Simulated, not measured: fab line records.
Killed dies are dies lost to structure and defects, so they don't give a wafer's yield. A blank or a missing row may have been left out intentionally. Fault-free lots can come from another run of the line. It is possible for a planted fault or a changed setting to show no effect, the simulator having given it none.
fab line records -- flow nandHarc
record: lots: 12, wafers: 36, lastDay: 25
route steps=1159 shown P_M1@299 P_M2@318 END@1159
lots with no fault: from the same line, run without faults
startH: the number of hours between the record's first day and the start of the first shown wafer of the lot -- waitH: hours elapsed since this lot's preceding step -- " as in the row above -- L1.1+2: a single row standing in for several wafers -- - value missing, or start not given -- * or withheld: withheld -- < > ~ a bound
route shown NAME@n: NAME is a module with steps in the file, n the number in the route of the first one -- usual: mean/standard deviation taken from wafers without a fault -- same: alike in all rows -- chamber/n: place in a boat -- sites: each site's reading -- _std_site: their standard deviation -- _edge_site: inner sites' mean taken away from outer sites' mean -- radiusMm: for every site, how far away it sits from the centre of the wafer -- mask NAME#n: copy n -- behind: the most recent tool/chamber to have shaped the wafer -- hold: why the lot was held/for how many hours/how that ended -- device: names the non-switching transistor (n, p or np) -- end of line: tests run on the same wafers once the route is complete -- where a step has no rows: the recipe by itself -- killed: at the first sort, the dies lost to defects and structure; wafer yield is something else -- map: per-die view of a wafer (x killed, . not killed, _ where there is no die)
set.NAME: the setting that was run; set.NAME@STEP: the one run at that earlier step -- model.NAME: the simulator's own value behind a step, which no gauge read
one table for each step of the route and one row for each wafer, over a sample of lots
services: the hour from which a tool's chamber was out of use, counted from the record's first day as startH (under 0 if before that day), plus the number of hours and why
== steps ==
step: NHARC_P_M1_ETCH_35
recipe: targetDepthA: 400, overetchA: 120, timeS: 43.94, ionEnergyEv: 200, n2FlowSccm: 150, h2FlowSccm: 150, arFlowSccm: 0, rfW: 400, biasW: 150, chemistry: N2/H2
usual: drypumpMotorCurrentA: 5.6/0.37, oesProductAu: 1.002/0.013, rfVppV: 431.0/2.2, showerheadPlenumPTorr: 2.06/0.076, throttleValvePct: 14.172/0.0089
lot.wafer,tool,chamber,startH,waitH,drypumpMotorCurrentA,oesProductAu,rfHoursCounterH,rfVppV,showerheadPlenumPTorr,throttleValvePct
L668.1,rieDiel-03,1,129.51,0.1,5.3,1.004,5,429.2,2.03,14.179
L668.2,rieDiel-03,2,129.51,0.1,5.8,0.973,5,431.0,2.01,14.178
L668.5,rieDiel-03,1,129.51,0.1,5.2,1.004,-,430.2,2.03,14.165
L671.4,rieDiel-11,3,138.42,0.1,5.4,1.002,9,432.3,2.07,14.151
L671.5,rieDiel-11,1,138.42,0.1,5.2,1.018,-,430.6,2.06,14.164
L671.6,rieDiel-11,2,138.42,0.1,5.6,1.002,-,433.6,2.11,14.156
L672.4,rieDiel-03,3,144.23,0.1,5.7,1.000,7,427.7,1.93,14.159
L672.1,rieDiel-03,1,144.23,0.1,5.2,1.004,6,430.8,2.03,14.176
L672.3,rieDiel-03,2,144.23,0.1,5.7,0.991,6,429.3,2.00,14.177
L674.4,rieDiel-03,2,160.04,0.1,5.8,0.992,7,430.8,2.00,14.166
L674.1,rieDiel-03,3,160.04,0.1,5.7,1.000,8,427.6,1.93,14.175
L674.3,rieDiel-03,1,160.04,0.1,5.2,1.009,7,430.1,2.03,14.164
L676.2,rieDiel-03,0,174.82,0.1,6.4,0.998,7,433.3,2.11,14.180
L676.1,rieDiel-03,1,174.82,0.1,5.2,1.009,8,432.1,2.03,14.177
L676.4,rieDiel-03,2,174.82,0.1,5.8,0.964,7,430.3,2.00,14.165
L682.1,rieDiel-05,0,198.54,0.1,5.9,1.015,1,431.1,2.08,14.174
L682.3,rieDiel-05,1,198.54,0.1,5.5,0.994,0,426.4,1.93,14.172
L682.5,rieDiel-05,3,198.54,0.1,5.1,0.995,-,434.4,2.19,14.161
L684.1,rieDiel-05,0,223.41,0.1,5.9,1.009,1,430.5,2.08,14.171
L684.3,rieDiel-05,1,223.41,0.1,5.5,0.983,1,427.8,1.93,14.167
L684.6,rieDiel-05,0,223.41,0.1,5.9,1.009,-,431.4,2.08,14.172
L685.4,rieDiel-03,2,224.49,0.1,5.8,1.004,0,429.2,2.00,14.172
L685.6,rieDiel-03,2,224.49,0.1,5.8,1.005,-,429.1,2.00,14.178
L685.5,rieDiel-03,3,224.49,0.1,5.6,0.983,-,428.4,1.92,14.172
L688.2,rieDiel-11,0,236.49,0.1,5.3,1.001,3,434.0,2.14,14.154
L688.4,rieDiel-11,1,236.49,0.1,5.3,0.997,3,429.2,2.06,14.174
L688.5,rieDiel-11,3,236.49,0.1,5.4,0.999,-,432.2,2.07,14.163
L689.3,rieDiel-05,3,250.11,0.1,5.1,1.009,2,433.1,2.19,14.182
L689.5,rieDiel-05,1,250.11,0.1,5.5,0.985,-,427.4,1.93,14.169
L689.6,rieDiel-05,2,250.11,0.1,6.3,1.006,-,426.6,1.94,14.160
L690.1,rieDiel-11,2,251.81,0.1,5.6,1.015,4,432.7,2.11,14.167
L690.3,rieDiel-11,3,251.81,0.1,5.4,1.008,4,430.6,2.07,14.191
L690.2,rieDiel-11,0,251.81,0.1,5.4,0.999,4,432.9,2.14,14.176
L691.4,rieDiel-03,1,252.32,0.1,5.3,0.986,2,429.7,2.03,14.153
L691.3,rieDiel-03,2,252.32,0.1,5.8,1.002,2,430.0,2.00,14.160
L691.6,rieDiel-03,2,252.32,0.1,5.8,1.007,-,430.6,2.00,14.192
step: NHARC_P_M1_CD_MEAS_16
usual: cdNm: 130.8/1.1
lot.wafer,tool,chamber,startH,waitH,cdNm
L668.1,cdSem-02,-,129.73,-,131.8
L668.2,cdSem-02,-,129.73,-,130.8
L668.5,cdSem-02,-,129.73,-,131.7
L671.4,cdSem-02,-,138.63,-,130.8
L671.5,cdSem-02,-,138.63,-,132.4
L671.6,cdSem-02,-,138.63,-,129.8
L672.1,cdSem-02,-,144.45,-,131.7
L672.3,cdSem-02,-,144.45,-,130.8
L672.4,cdSem-02,-,144.45,-,130.9
L674.1,cdSem-03,-,160.26,-,131.1
L674.3,cdSem-03,-,160.26,-,131.2
L674.4,cdSem-03,-,160.26,-,129.5
L676.1,cdSem-03,-,175.04,-,132.0
L676.2,cdSem-03,-,175.04,-,130.4
L676.4,cdSem-03,-,175.04,-,132.0
L682.1,cdSem-03,-,198.74,-,129.7
L682.3,cdSem-03,-,198.74,-,131.0
L682.5,cdSem-03,-,198.74,-,129.3
L684.1,cdSem-03,-,223.63,-,130.9
L684.3,cdSem-03,-,223.63,-,131.5
L684.6,cdSem-03,-,223.63,-,131.7
L685.4,cdSem-01,-,224.72,-,129.2
L685.5,cdSem-01,-,224.72,-,131.4
L685.6,cdSem-01,-,224.72,-,130.3
L688.2,cdSem-01,-,236.70,-,131.5
L688.4,cdSem-01,-,236.70,-,131.0
L688.5,cdSem-01,-,236.70,-,131.9
L689.3,cdSem-02,-,250.32,-,132.1
L689.5,cdSem-02,-,250.32,-,131.0
L689.6,cdSem-02,-,250.32,-,132.4
L690.1,cdSem-03,-,252.02,-,129.3
L690.2,cdSem-03,-,252.02,-,128.9
L690.3,cdSem-03,-,252.02,-,129.9
L691.3,cdSem-02,-,252.54,-,129.0
L691.4,cdSem-02,-,252.54,-,130.8
L691.6,cdSem-02,-,252.54,-,130.6
step: NHARC_P_M1_DEGAS_29
recipe: tempC: 250, timeS: 60
usual: heaterPowerW: 324/26, susceptorTempC: 250.00/0.17
lot.wafer,tool,chamber,startH,waitH,heaterPowerW,susceptorTempC
L668.1,pvdSputter-01,-,130.45,-,350,-
L668.2,pvdSputter-01,-,130.45,-,329,-
L668.5,pvdSputter-01,-,130.45,-,349,-
L671.4,pvdSputter-01,-,139.36,-,324,250.35
L671.5,pvdSputter-01,-,139.36,-,353,250.05
L671.6,pvdSputter-01,-,139.36,-,336,250.07
L672.1,pvdSputter-02,-,145.22,-,302,250.08
L672.3,pvdSputter-02,-,145.22,-,289,249.96
L672.4,pvdSputter-02,-,145.22,-,332,250.28
L674.1,pvdSputter-02,-,160.98,-,350,250.17
L674.4,pvdSputter-02,-,160.98,-,285,250.02
L674.3,pvdSputter-02,-,160.98,-,333,249.87
L676.1,pvdSputter-02,-,175.82,-,344,249.96
L676.2,pvdSputter-02,-,175.82,-,287,249.88
L676.4,pvdSputter-02,-,175.82,-,334,250.03
L682.1,pvdSputter-02,-,199.45,-,305,250.29
L682.3,pvdSputter-02,-,199.45,-,358,249.99
L682.5,pvdSputter-02,-,199.45,-,298,250.15
L684.1,pvdSputter-02,-,224.36,-,331,249.91
L684.3,pvdSputter-02,-,224.36,-,297,249.91
L684.6,pvdSputter-02,-,224.36,-,318,250.08
L685.4,pvdSputter-01,-,225.45,-,330,250.01
L685.6,pvdSputter-01,-,225.45,-,329,250.14
L685.5,pvdSputter-01,-,225.45,-,328,250.21
L688.4,pvdSputter-01,-,237.47,-,340,249.77
L688.2,pvdSputter-01,-,237.47,-,330,249.97
L688.5,pvdSputter-01,-,237.47,-,337,250.07
L689.3,pvdSputter-01,-,251.03,-,354,249.93
L689.6,pvdSputter-01,-,251.03,-,356,249.86
L689.5,pvdSputter-01,-,251.03,-,337,250.19
L690.1,pvdSputter-03,-,252.76,-,298,250.13
L690.2,pvdSputter-03,-,252.76,-,326,250.09
L690.3,pvdSputter-03,-,252.76,-,318,249.86
L691.4,pvdSputter-02,-,253.28,-,270,250.09
L691.3,pvdSputter-02,-,253.28,-,365,250.27
L691.6,pvdSputter-02,-,253.28,-,280,250.16
step: NHARC_P_M2_DEP_00
recipe: targetThkA: 1825, targetThkNm: 182.5, tempC: withheld, pressureTorr: 5, flowSccm: 200, rfW: 600, material: SiOC
lot.wafer,tool,chamber,startH,waitH
L668.2+1+5,pecvd-02,"2,0,1",132.61,-
L671.4+6+5,pecvd-04,"1,2,0",141.60,-
L672.1+3+4,pecvd-02,"1,0,1",147.32,-
L672.1+3+4,pecvd-02,"1,0,1",148.08,-
L674.1+3+4,pecvd-04,"2,0,1",163.27,-
L674.1+3+4,pecvd-04,"2,0,1",163.87,-
L676.2+1+4,pecvd-02,"1,0,1",178.11,-
L676.2+1+4,pecvd-02,"1,0,1",180.51,-
L682.3+1+5,pecvd-02,"1,2,2",201.55,-
L684.1+3+6,pecvd-04,"1,2,0",226.46,-
L685.5+4+6,pecvd-02,"2,0,1",227.75,-
L688.2+4+5,pecvd-03,"1,0,2",239.63,-
L689.3+6+5,pecvd-02,"0,2,0",253.22,-
L690.2+1+3,pecvd-04,"1,2,0",255.32,-
L691.3+4+6,pecvd-03,"2,0,1",255.59,-
step: NHARC_END_SORT_01
recipe: tempC: 25
usual: defectLimitedYield: 95.3/1.7, killedAtArray: 28/11, killedAtOther: 0.8/1.1, killedAtPeriphery: 3.3/2.8, killedDies: 32/11, killedOpen: 3.3/1.9, killedShort: 1.9/1.4, sort_bin_2_pct: 1.4/0.68, sort_bin_3_pct: 0.25/0.24, sort_bin_4_pct: 3.0/1.1, sortNPass: 645/11, sortRimYieldPct: 95.3/2.5, sortYieldPct: 95.3/1.7
same: grossDies: 677, sort_bin_5_pct[%]: 0, sort_bin_6_pct[%]: 0, sort_bin_7_pct[%]: 0, sort_bin_8_pct[%]: 0, sortRimNGross: 106.00
lot.wafer,tool,chamber,startH,waitH,defectLimitedYield[%],killedAtArray,killedAtOther,killedAtPeriphery,killedDies,killedOpen,killedShort,sort_bin_2_pct[%],sort_bin_3_pct[%],sort_bin_4_pct[%],sortNPass,sortRimYieldPct[%],sortYieldPct[%]
L672.1,prober-01,0,468.76,2.5,0,34,0,643,677,3,3,97.0,0.30,2.7,0,0,0
L672.3,prober-01,0,470.34,3.1,0,21,0,656,677,2,2,97.2,0.30,2.5,0,0,0
L672.4,prober-01,0,471.14,3.4,0,19,0,658,677,4,1,97.8,0,2.2,0,0,0
L674.1,prober-02,0,477.02,2.5,0,38,0,639,677,2,3,95.6,0.15,4.3,0,0,0
L674.3,prober-02,0,478.62,3.1,0,47,0,630,677,4,2,95.0,0.30,4.7,0,0,0
L674.4,prober-02,0,479.43,3.4,0,35,0,642,677,0,6,96.2,0.30,3.5,0,0,0
L676.1,prober-01,0,494.68,2.5,0,12,0,665,677,3,0,98.4,0,1.6,0,0,0
L676.2,prober-01,0,495.47,2.8,0,21,0,656,677,6,3,97.5,0.15,2.4,0,0,0
L676.4,prober-01,0,497.06,3.4,0,15,0,662,677,2,0,97.6,0,2.4,0,0,0
killed by level:class
L672.1 P_M2:areaDep=642 A_CHANNEL_HOLE_D1:chamberFilmFlake=19 A_CHANNEL_FILL_D1:chamberFilmFlake=3 A_STAIRCASE:chamberFilmFlake=3 A_SLIT:chamberFilmFlake=2 A_WL_FILL:chamberFilmFlake=2 P_GATE:geometricParticle:open=1 A_CHANNEL_FILL_D1:geometricParticle:short=1
L672.3 P_M2:areaDep=653 A_CHANNEL_HOLE_D1:chamberFilmFlake=15 A_CONTACT:chamberFilmFlake=2 P_GATE:geometricParticle:open=1 A_CHANNEL_FILL_D1:geometricParticle:short=1 A_CONTACT:geometricParticle:short=1 A_CONTACT:geometricParticle:open=1 P_STI:chamberFilmFlake=1
L672.4 P_M2:areaDep=655 A_CHANNEL_HOLE_D1:chamberFilmFlake=13 A_SLIT:chamberFilmFlake=2 P_GATE:geometricParticle:open=1 P_CONTACT:geometricParticle:short=1 A_ONON_D1:geometricParticle:open=1 A_WL_FILL:geometricParticle:open=1 A_M0:geometricParticle:open=1
L674.1 P_M2:areaDep=638 A_CHANNEL_HOLE_D1:chamberFilmFlake=15 A_SLIT:chamberFilmFlake=12 A_STAIRCASE:chamberFilmFlake=2 A_CONTACT:chamberFilmFlake=2 A_ONON_D1:geometricParticle:open=1 A_CHANNEL_HOLE_D1:geometricParticle:short=1 A_CHANNEL_FILL_D1:geometricParticle:short=1
L674.3 P_M2:areaDep=630 A_CHANNEL_HOLE_D1:chamberFilmFlake=25 A_SLIT:chamberFilmFlake=12 A_CONTACT:geometricParticle:open=2 A_STAIRCASE:chamberFilmFlake=2 A_ONON_D1:geometricParticle:open=1 A_CHANNEL_FILL_D1:geometricParticle:short=1 A_CHANNEL_FILL_D1:geometricParticle:open=1
L674.4 P_M2:areaDep=640 A_CHANNEL_HOLE_D1:chamberFilmFlake=19 A_SLIT:chamberFilmFlake=5 A_STAIRCASE:chamberFilmFlake=4 P_M2:geometricParticle:short=1 A_CHANNEL_HOLE_D1:geometricParticle:short=1 A_CHANNEL_FILL_D1:geometricParticle:short=1 A_SGD_CUT:geometricParticle:short=1
L676.1 P_M2:areaDep=663 A_CHANNEL_HOLE_D1:chamberFilmFlake=3 A_STAIRCASE:chamberFilmFlake=2 A_BLC:chamberFilmFlake=2 A_ONON_D1:geometricParticle:open=1 A_CONTACT:geometricParticle:open=1 A_BLC:geometricParticle:open=1 P_STI:chamberFilmFlake=1
L676.2 P_M2:areaDep=653 A_SGD_CUT:chamberFilmFlake=6 A_ZERO_WELL:chamberFilmFlake=3 A_CHANNEL_HOLE_D1:chamberFilmFlake=3 A_WL_FILL:geometricParticle:open=2 A_STAIRCASE:chamberFilmFlake=2 P_GATE:geometricParticle:open=1 P_M0:geometricParticle:open=1
L676.4 P_M2:areaDep=658 A_STAIRCASE:chamberFilmFlake=5 A_BLC:chamberFilmFlake=5 A_CHANNEL_HOLE_D1:chamberFilmFlake=3 P_STI:chamberFilmFlake=2 P_M1:chamberFilmFlake=2 A_SGD_CUT:geometricParticle:open=1 A_CONTACT:geometricParticle:open=1
== services ==
tool,chamber,startH,hours,kind
pecvd-03,-,111.48,13.0,pm
rieDiel-05,3,114.35,2.7,repair
pecvd-02,-,123.22,0.9,repair
rieDiel-05,2,133.48,5.2,repair
rieDiel-05,1,135.13,49.1,repair
pecvd-04,2,148.30,5.7,repair
pecvd-02,-,153.33,13.0,pm
pecvd-02,0,153.33,13.0,ventCycle
pecvd-02,1,153.33,13.0,ventCycle
pecvd-02,2,153.33,13.0,ventCycle
pvdSputter-01,-,158.83,10.0,pm
rieDiel-05,-,163.60,9.0,pm
rieDiel-11,-,189.50,9.0,pm
pecvd-04,-,195.41,13.0,pm
pecvd-02,1,197.67,1.8,repair
pvdSputter-02,-,206.10,2.2,repair
pvdSputter-03,-,207.74,10.3,repair
pvdSputter-02,-,214.00,10.0,pm
rieDiel-03,-,215.30,9.0,pm
rieDiel-05,2,227.71,5.5,repair
pecvd-03,-,233.74,1.1,repair
pvdSputter-01,-,240.30,3.6,repair
pvdSputter-01,-,252.22,3.2,repair
rieDiel-05,0,253.44,1.8,repair
== key ==
firstSign: step: NHARC_P_M2_DEP_00, reading: visit, direction: added
effect: step: NHARC_END_SORT_01, reading: killedAtPeriphery, direction: up, sigmas: 99+, usual: 3.3, struck: 650.1
moreKillsBornAt: NHARC_P_M2_DEP_00@pecvd-02: 3924, NHARC_P_M2_DEP_00@pecvd-04: 1908
metAt NHARC_P_M2_DEP_00
struckLots L672,L674,L676
laterRowsLeftOut L672.1,L672.3,L672.4,L674.1,L674.3,L674.4,L676.1,L676.2,L676.4
notActingAt NHARC_P_M1_ETCH_35,NHARC_P_M1_CD_MEAS_16,NHARC_P_M1_DEGAS_29
fault: kind: repeatedStepWhole, tool: pecvd-02,pecvd-03,pecvd-04, chamber: -, onsetH: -, steps: NHARC_P_M2_DEP_00, times: 1, scope: struckLotsOnly
laterRowsLeftOut: the simulator's readings of these wafers behind a module that went badly wrong aren't trusted and aren't shown, but for the sort
